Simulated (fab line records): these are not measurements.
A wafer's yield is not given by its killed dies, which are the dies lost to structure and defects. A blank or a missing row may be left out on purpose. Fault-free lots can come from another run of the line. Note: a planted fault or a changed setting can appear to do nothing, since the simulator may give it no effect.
Split-lot experiment + flow n5-finfet + route with 1938 steps; 7 lots, 39 wafers read

## ON THE SPLIT
At N5_DUMMY_GATE_ETCH_44 (etches poly-Si in HBr/O2, stops on SiO2, target depth 127.5 nm), the setting target-depth-a was moved away from the recipe's 1275 angstrom on 12 of the 39 wafers read, by -10.7% to +11.0%. The other wafers ran this setting at the recipe's value.

Reading taken at the split's own step.

## THE READING
oes-product-au, in a.u., at N5_DUMMY_GATE_ETCH_44 (etches poly-Si in HBr/O2, stops on SiO2, target depth 127.5 nm). A value of 0.729 a.u. with a standard deviation of 0.011 a.u. is what fault-free wafers of this fab line usually give.

| wafer  | tool, chamber at the split | target-depth-a as run, angstrom | against the recipe | oes-product-au, a.u. | against lot-mates on the recipe |
|--------|----------------------------|---------------------------------|--------------------|----------------------|---------------------------------|
| L075.1 | rie-si-06, 2               | 1374                            | +7.8%              | 0.716                | -0.031                          |
| L075.2 | rie-si-06, 0               | 1275                            | recipe             | 0.750                | -                               |
| L075.3 | rie-si-06, 1               | 1374                            | +7.8%              | 0.715                | -0.032                          |
| L075.4 | rie-si-06, 3               | 1275                            | recipe             | 0.731                | -                               |
| L075.5 | rie-si-06, 0               | 1374                            | +7.8%              | 0.715                | -0.032                          |
| L075.6 | rie-si-06, 3               | 1275                            | recipe             | 0.760                | -                               |
| L076.1 | rie-si-05, 3               | 1275                            | recipe             | 0.736                | -                               |
| L076.2 | rie-si-05, 0               | 1275                            | recipe             | 0.747                | -                               |
| L076.3 | rie-si-05, 1               | 1275                            | recipe             | 0.736                | -                               |
| L076.4 | rie-si-05, 2               | 1275                            | recipe             | 0.719                | -                               |
| L076.5 | rie-si-05, 3               | 1275                            | recipe             | 0.736                | -                               |
| L076.6 | rie-si-05, 0               | 1275                            | recipe             | 0.752                | -                               |
| L083.1 | rie-si-06, 3               | 1275                            | recipe             | 0.727                | -                               |
| L083.2 | rie-si-06, 0               | 1162                            | -8.9%              | 0.770                | +0.055                          |
| L083.3 | rie-si-06, 2               | 1275                            | recipe             | 0.710                | -                               |
| L083.4 | rie-si-06, 1               | 1162                            | -8.9%              | 0.770                | +0.055                          |
| L083.5 | rie-si-06, 1               | 1162                            | -8.9%              | 0.766                | +0.051                          |
| L083.6 | rie-si-06, 2               | 1275                            | recipe             | 0.709                | -                               |
| L085.1 | rie-si-06, 3               | 1275                            | recipe             | 0.732                | -                               |
| L085.2 | rie-si-06, 0               | 1275                            | recipe             | 0.726                | -                               |
| L085.3 | rie-si-06, 1               | 1275                            | recipe             | 0.731                | -                               |
| L085.4 | rie-si-06, 2               | 1275                            | recipe             | 0.714                | -                               |
| L085.5 | rie-si-06, 1               | 1275                            | recipe             | 0.724                | -                               |
| L085.6 | rie-si-06, 2               | 1275                            | recipe             | 0.710                | -                               |
| L086.1 | rie-si-03, 0               | 1138                            | -10.7%             | 0.780                | +0.052                          |
| L086.2 | rie-si-03, 1               | 1275                            | recipe             | 0.730                | -                               |
| L086.3 | rie-si-03, 2               | 1138                            | -10.7%             | 0.792                | +0.064                          |
| L086.4 | rie-si-03, 3               | 1138                            | -10.7%             | 0.757                | +0.029                          |
| L086.5 | rie-si-03, 3               | 1275                            | recipe             | 0.718                | -                               |
| L086.6 | rie-si-03, 0               | 1275                            | recipe             | 0.735                | -                               |
| L088.1 | rie-si-06, 2               | 1415                            | +11.0%             | 0.693                | -0.045                          |
| L088.2 | rie-si-06, 3               | 1275                            | recipe             | 0.739                | -                               |
| L088.3 | rie-si-06, 0               | 1415                            | +11.0%             | 0.701                | -0.037                          |
| L088.4 | rie-si-06, 1               | 1275                            | recipe             | 0.737                | -                               |
| L088.5 | rie-si-06, 3               | 1275                            | recipe             | 0.737                | -                               |
| L088.6 | rie-si-06, 0               | 1415                            | +11.0%             | 0.691                | -0.047                          |
| L096.2 | rie-si-03, 2               | 1275                            | recipe             | 0.726                | -                               |
| L096.3 | rie-si-03, 0               | 1275                            | recipe             | 0.725                | -                               |
| L096.5 | rie-si-03, 2               | 1275                            | recipe             | 0.720                | -                               |

FIT RESULTS
A straight line over all 39 wafers: oes-product-au changes by -0.00357 a.u. for each +1% of target-depth-a; r = -0.85; the points scatter about the line by 0.012 a.u.
The same after taking each lot's own level away (the mean of its wafers on the recipe; 39 wafers): -0.00456 a.u. for each +1%; r = -0.94; scatter 0.0092 a.u.
That fit puts the effect of the largest move of target-depth-a on the reading at 0.05 a.u.
The span of the lots' own levels, 0.7153 to 0.7470 a.u., comes to 2.9 times the standard deviation stated above.
So the lot-to-lot level changes the slope: the two fits differ.
Check: -0.0488 a.u. against its lot-mates is what the line predicts for one of the wafers moved furthest among these (+11.0%) when that wafer is left out of the fit. Against them it came out at -0.0447 a.u.
Tool readings at the split's step, against how far the setting was moved: oes-product-au r = -0.85.

## OTHER SPLITS APPLIED TO THESE WAFERS
Other splits were also applied to these wafers ahead of the reading. Each is held against what the fit with the lots' levels taken away leaves over:
| other split on the same wafers | wafers away from the commonest value | r with oes-product-au (lot level and that fit taken away) |
|--------------------------------|--------------------------------------|-----------------------------------------------------------|
| N5_DUMMY_GATE_ETCH_37 source-w | 15                                   | -0.06                                                     |

## THE FILE'S OWN FIT
oes-product-au changes by -0.00455 a.u. for each +1% of target-depth-a, r = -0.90.
